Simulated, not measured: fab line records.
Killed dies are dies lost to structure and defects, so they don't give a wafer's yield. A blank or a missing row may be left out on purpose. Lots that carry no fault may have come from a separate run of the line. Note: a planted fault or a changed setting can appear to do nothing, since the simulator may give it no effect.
Matching of chambers || flow n5Finfet || N5_DUMMY_GATE_ETCH_44 on rieSi-05: 4 sister chambers
The step etches poly-Si in HBr/O2, stops on SiO2, target depth 127.5 nm. 18 wafers are shown with their chamber, then 9 later ones without.

## WAFERS PAIRED WITH THEIR CHAMBERS
{"wafer": "L080.3", "chamber": 0, "drypumpMotorCurrentA (A)": 5.5, "throttleValvePct (%)": 18.64, "oesProductAu (a.u.)": 0.712}
{"wafer": "L080.4", "chamber": 1, "drypumpMotorCurrentA (A)": 5.2, "throttleValvePct (%)": 18.15, "oesProductAu (a.u.)": 0.737}
{"wafer": "L080.5", "chamber": 2, "drypumpMotorCurrentA (A)": 5.1, "throttleValvePct (%)": 18.02, "oesProductAu (a.u.)": 0.715}
{"wafer": "L081.2", "chamber": 1, "drypumpMotorCurrentA (A)": 5.2, "throttleValvePct (%)": 18.15, "oesProductAu (a.u.)": 0.734}
{"wafer": "L081.3", "chamber": 2, "drypumpMotorCurrentA (A)": 5.1, "throttleValvePct (%)": 18.04, "oesProductAu (a.u.)": 0.736}
{"wafer": "L081.5", "chamber": 1, "drypumpMotorCurrentA (A)": 5.2, "throttleValvePct (%)": 18.17, "oesProductAu (a.u.)": 0.738}
{"wafer": "L082.2", "chamber": 3, "drypumpMotorCurrentA (A)": 6.3, "throttleValvePct (%)": 18.54, "oesProductAu (a.u.)": 0.708}
{"wafer": "L082.3", "chamber": 0, "drypumpMotorCurrentA (A)": 5.5, "throttleValvePct (%)": 18.64, "oesProductAu (a.u.)": 0.724}
{"wafer": "L082.6", "chamber": 2, "drypumpMotorCurrentA (A)": 5.1, "throttleValvePct (%)": 18.02, "oesProductAu (a.u.)": 0.726}
{"wafer": "L084.1", "chamber": 1, "drypumpMotorCurrentA (A)": 5.2, "throttleValvePct (%)": 18.15, "oesProductAu (a.u.)": 0.728}
{"wafer": "L084.4", "chamber": 3, "drypumpMotorCurrentA (A)": 6.3, "throttleValvePct (%)": 18.53, "oesProductAu (a.u.)": 0.718}
{"wafer": "L084.6", "chamber": 1, "drypumpMotorCurrentA (A)": 5.2, "throttleValvePct (%)": 18.14, "oesProductAu (a.u.)": 0.730}
{"wafer": "L088.1", "chamber": 3, "drypumpMotorCurrentA (A)": 6.3, "throttleValvePct (%)": 18.50, "oesProductAu (a.u.)": 0.726}
{"wafer": "L088.3", "chamber": 0, "drypumpMotorCurrentA (A)": 5.5, "throttleValvePct (%)": 18.64, "oesProductAu (a.u.)": 0.724}
{"wafer": "L088.5", "chamber": 1, "drypumpMotorCurrentA (A)": 5.3, "throttleValvePct (%)": 18.15, "oesProductAu (a.u.)": 0.716}
{"wafer": "L092.2", "chamber": 2, "drypumpMotorCurrentA (A)": 5.1, "throttleValvePct (%)": 18.04, "oesProductAu (a.u.)": 0.720}
{"wafer": "L092.4", "chamber": 0, "drypumpMotorCurrentA (A)": 5.5, "throttleValvePct (%)": 18.65, "oesProductAu (a.u.)": 0.723}
{"wafer": "L092.6", "chamber": 0, "drypumpMotorCurrentA (A)": 5.5, "throttleValvePct (%)": 18.65, "oesProductAu (a.u.)": 0.740}

SIGNATURES (means of the wafers above)
{"reading": "drypumpMotorCurrentA", "chamber 0": 5.500, "chamber 1": 5.217, "chamber 2": 5.100, "chamber 3": 6.300, "scatter within a chamber": 0.0244}
{"reading": "throttleValvePct", "chamber 0": 18.6440, "chamber 1": 18.1517, "chamber 2": 18.0300, "chamber 3": 18.5233, "scatter within a chamber": 0.0116}
{"reading": "oesProductAu", "chamber 0": 0.72460, "chamber 1": 0.73050, "chamber 2": 0.72425, "chamber 3": 0.71733, "scatter within a chamber": 0.009}
Rule: distance of a wafer from a chamber = root of the sum over the readings of ((wafer's reading minus chamber's mean) / reading's scatter) squared. If the next closest chamber is less than 2 further off than the closest, the wafer can't be placed; otherwise it belongs to the closest. How the scatter is found: for the shown wafers, subtract from each reading the mean of its chamber, square and add these, divide the total by (wafers less chambers), then take the root.

## WAFERS WITH NO CHAMBER GIVEN
{"wafer": "L094.2", "drypumpMotorCurrentA (A)": 5.1, "throttleValvePct (%)": 18.01, "oesProductAu (a.u.)": 0.724}
{"wafer": "L094.3", "drypumpMotorCurrentA (A)": 6.3, "throttleValvePct (%)": 18.53, "oesProductAu (a.u.)": 0.706}
{"wafer": "L094.5", "drypumpMotorCurrentA (A)": 5.1, "throttleValvePct (%)": 18.02, "oesProductAu (a.u.)": 0.706}
{"wafer": "L095.1", "drypumpMotorCurrentA (A)": 5.5, "throttleValvePct (%)": 18.64, "oesProductAu (a.u.)": 0.730}
{"wafer": "L095.2", "drypumpMotorCurrentA (A)": 6.3, "throttleValvePct (%)": 18.52, "oesProductAu (a.u.)": 0.709}
{"wafer": "L095.4", "drypumpMotorCurrentA (A)": 5.1, "throttleValvePct (%)": 18.01, "oesProductAu (a.u.)": 0.737}
{"wafer": "L097.1", "drypumpMotorCurrentA (A)": 5.1, "throttleValvePct (%)": 18.03, "oesProductAu (a.u.)": 0.749}
{"wafer": "L097.4", "drypumpMotorCurrentA (A)": 5.2, "throttleValvePct (%)": 18.15, "oesProductAu (a.u.)": 0.726}
{"wafer": "L097.5", "drypumpMotorCurrentA (A)": 5.1, "throttleValvePct (%)": 18.03, "oesProductAu (a.u.)": 0.737}

## THE CHAMBER EACH PASSED THROUGH
{"wafer": "L094.2", "from the rows above": 2, "in truth": 2}
{"wafer": "L094.3", "from the rows above": 3, "in truth": 3}
{"wafer": "L094.5", "from the rows above": 2, "in truth": 2}
{"wafer": "L095.1", "from the rows above": 0, "in truth": 0}
{"wafer": "L095.2", "from the rows above": 3, "in truth": 3}
{"wafer": "L095.4", "from the rows above": 2, "in truth": 2}
{"wafer": "L097.1", "from the rows above": 2, "in truth": 2}
{"wafer": "L097.4", "from the rows above": 1, "in truth": 1}
{"wafer": "L097.5", "from the rows above": 2, "in truth": 2}
Correctly placed: 9 of 9. Number that these rows cannot place: 0. 0 placed wrongly.
